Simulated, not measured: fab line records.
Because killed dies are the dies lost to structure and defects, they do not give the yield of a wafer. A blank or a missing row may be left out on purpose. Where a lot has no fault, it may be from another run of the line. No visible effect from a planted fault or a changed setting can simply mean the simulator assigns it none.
Chamber matching | flow nandHarc | 3 sister chambers for NHARC_A_CONTACT_DEP_58 on pecvd-03
The step deposits SiON, target thk 60 nm. 18 wafers are shown with their chamber, then 9 later ones without.

EACH WAFER AND ITS CHAMBER
wafer  | chamber | heaterPowerW (W) | rfFwdPowerW (W)
L075.2 | 2       | 845              | 347.2
L075.3 | 0       | 694              | 348.7
L075.4 | 0       | 709              | 348.2
L076.1 | 2       | 869              | 349.1
L076.3 | 1       | 923              | 349.6
L076.6 | 1       | 914              | 348.8
L078.1 | 2       | 813              | 350.1
L078.3 | 1       | 915              | 347.5
L078.5 | 1       | 918              | 347.7
L084.3 | 0       | 775              | 347.6
L084.4 | 2       | 813              | 347.3
L084.6 | 1       | 888              | 347.5
L082.1 | 1       | 862              | 349.6
L082.4 | 1       | 885              | 349.3
L082.5 | 2       | 803              | 348.8
L081.3 | 1       | 856              | 350.1
L081.4 | 2       | 777              | 347.7
L081.6 | 1       | 857              | 349.5

SIGNATURES, as means of the wafers listed above
reading      | chamber 0 | chamber 1 | chamber 2 | scatter within a chamber
heaterPowerW | 726.00    | 890.89    | 820.00    | 31.7
rfFwdPowerW  | 348.167   | 348.844   | 348.367   | 1.02
Rule: a wafer's distance from a chamber is the root of the sum, over the readings, of the square of ((its reading less the chamber's mean) divided by the reading's scatter). The wafer belongs to the nearest chamber; if the next one is less than 2 further off, it can't be placed. The scatter: the root of (the sum of the squares of (reading less its chamber's mean) over the shown wafers, divided by (wafers less chambers)).

WAFERS MISSING THEIR CHAMBER
wafer  | heaterPowerW (W) | rfFwdPowerW (W)
L085.2 | 887              | 348.8
L085.3 | 819              | 349.6
L085.6 | 911              | 350.5
L097.1 | 821              | 348.2
L097.3 | 779              | 348.4
L097.6 | 817              | 349.6
L096.1 | 786              | 348.2
L096.2 | 855              | 346.7
L096.4 | 768              | 349.5

WHICH CHAMBER EACH ONE RAN IN
wafer  | from the rows above          | in truth
L085.2 | 1                            | 1
L085.3 | can't be placed: 2 or 1      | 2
L085.6 | can't be placed: 1 or 2      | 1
L097.1 | 2                            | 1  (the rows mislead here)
L097.3 | can't be placed: 2 or 0      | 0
L097.6 | can't be placed: 2 or 1 or 0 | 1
L096.1 | can't be placed: 2 or 0      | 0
L096.2 | can't be placed: 2 or 1      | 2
L096.4 | can't be placed: 0 or 2      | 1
Placed correctly: 1 of 9. Can't be placed from these rows: 7 (the true chamber is among the candidates in 6). 1 placed wrongly.
